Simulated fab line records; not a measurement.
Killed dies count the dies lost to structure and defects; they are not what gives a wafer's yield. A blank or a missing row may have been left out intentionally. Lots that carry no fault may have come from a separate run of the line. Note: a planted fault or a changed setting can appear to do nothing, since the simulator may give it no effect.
Lot-split experiment | flow n5_finfet | route with 1938 steps; 7 lots, 39 wafers read

SPLIT DETAILS
At N5_BEOL_M3_ETCH_41 (etches SiCN in CH3F/O2, target depth 29.9 nm, time 52.5 s), the setting target_depth_a was moved away from the recipe's 299 angstrom on 15 of the 39 wafers read, by -51.3% to +49.5%. All remaining wafers had this setting at the recipe value.

Reading taken at the split's own step.

THE READING
etch.depth_nm (the simulator's own value, which no gauge read), in nm, at N5_BEOL_M3_ETCH_41 (etches SiCN in CH3F/O2, target depth 29.9 nm, time 52.5 s). The file gives no usual value for it. The 24 wafers here that ran the recipe average 19.850 nm, standard deviation 0.24 nm.

wafer  | tool, chamber at the split | target_depth_a as run, angstrom | against the recipe | etch.depth_nm, nm | against lot-mates on the recipe
L076.1 | rie_diel-02, 1             | 299                             | recipe             | 20.24             | -
L076.2 | rie_diel-02, 3             | 145.6                           | -51.3%             | 9.68              | -10.220
L076.3 | rie_diel-02, 0             | 299                             | recipe             | 19.64             | -
L076.4 | rie_diel-02, 2             | 145.6                           | -51.3%             | 9.667             | -10.233
L076.5 | rie_diel-02, 1             | 145.6                           | -51.3%             | 9.81              | -10.090
L076.6 | rie_diel-02, 0             | 299                             | recipe             | 19.82             | -
L081.2 | rie_diel-02, 3             | 299                             | recipe             | 19.84             | -
L081.3 | rie_diel-02, 1             | 299                             | recipe             | 20.04             | -
L081.6 | rie_diel-02, 3             | 299                             | recipe             | 19.72             | -
L080.1 | rie_diel-04, 2             | 441.6                           | +47.7%             | 29.55             | +9.720
L080.2 | rie_diel-04, 1             | 299                             | recipe             | 20.01             | -
L080.3 | rie_diel-04, 0             | 299                             | recipe             | 19.91             | -
L080.4 | rie_diel-04, 1             | 441.6                           | +47.7%             | 29.52             | +9.690
L080.5 | rie_diel-04, 0             | 299                             | recipe             | 19.57             | -
L080.6 | rie_diel-04, 2             | 441.6                           | +47.7%             | 29.57             | +9.740
L084.1 | rie_diel-05, 0             | 299                             | recipe             | 19.61             | -
L084.2 | rie_diel-05, 3             | 299                             | recipe             | 19.3              | -
L084.3 | rie_diel-05, 2             | 447.1                           | +49.5%             | 30.44             | +10.747
L084.4 | rie_diel-05, 1             | 299                             | recipe             | 20.17             | -
L084.5 | rie_diel-05, 1             | 447.1                           | +49.5%             | 29.9              | +10.207
L084.6 | rie_diel-05, 2             | 447.1                           | +49.5%             | 30.07             | +10.377
L085.1 | rie_diel-04, 2             | 299                             | recipe             | 19.7              | -
L085.2 | rie_diel-04, 0             | 299                             | recipe             | 19.47             | -
L085.3 | rie_diel-04, 3             | 225                             | -24.7%             | 14.98             | -4.663
L085.4 | rie_diel-04, 1             | 299                             | recipe             | 19.76             | -
L085.5 | rie_diel-04, 2             | 225                             | -24.7%             | 14.82             | -4.823
L085.6 | rie_diel-04, 1             | 225                             | -24.7%             | 14.75             | -4.893
L095.1 | rie_diel-02, 1             | 299                             | recipe             | 20.04             | -
L095.6 | rie_diel-02, 1             | 299                             | recipe             | 20.04             | -
L095.2 | rie_diel-02, 3             | 423.2                           | +41.5%             | 28.02             | +7.983
L095.3 | rie_diel-02, 2             | 299                             | recipe             | 20.03             | -
L095.4 | rie_diel-02, 0             | 423.2                           | +41.5%             | 27.81             | +7.773
L095.5 | rie_diel-02, 0             | 423.2                           | +41.5%             | 27.58             | +7.543
L097.1 | rie_diel-04, 3             | 299                             | recipe             | 20.24             | -
L097.2 | rie_diel-04, 1             | 299                             | recipe             | 19.84             | -
L097.3 | rie_diel-04, 0             | 299                             | recipe             | 19.73             | -
L097.4 | rie_diel-04, 2             | 299                             | recipe             | 19.82             | -
L097.5 | rie_diel-04, 3             | 299                             | recipe             | 20.17             | -
L097.6 | rie_diel-04, 2             | 299                             | recipe             | 19.7              | -

THE FIT
A straight line over all 39 wafers: etch.depth_nm changes by +0.201 nm for each +1% of target_depth_a; r = +1.00; the points scatter about the line by 0.27 nm.
The same after taking each lot's own level away (the mean of its wafers on the recipe; 39 wafers): +0.2 nm for each +1%; r = +1.00; scatter 0.3 nm.
On that fit, the largest move of target_depth_a shifts the reading by 10 nm.
Measured against the standard deviation above, the lots' own levels, which go from 19.6433 to 20.0367 nm, span 1.6 times it.
The two slopes are in agreement: the lot-to-lot level therefore moves the slope only a little.
Check: for one of the wafers moved furthest among these (-51.3%), held out of the fit, the line's prediction against its lot-mates is -10.2 nm. Against them it came out at -10.2 nm.

ADDITIONAL SPLITS CARRIED BY THESE WAFERS
Other splits were also applied to these wafers ahead of the reading. Each is held against what the fit with the lots' levels taken away leaves over:
other split on the same wafers             | wafers away from the commonest value | r with etch.depth_nm (lot level and that fit taken away)
N5_SD_EPI_N_ETCH_45 target_depth_a         | 15                                   | -0.03
N5_MOL_CONTACT_COAG_ETCH_15 target_depth_a | 15                                   | -0.04
N5_BEOL_M1_VIA_ETCH_34 target_depth_a      | 9                                    | -0.08

FILE'S OWN FIT
etch.depth_nm changes by +0.2 nm for each +1% of target_depth_a, r = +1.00.
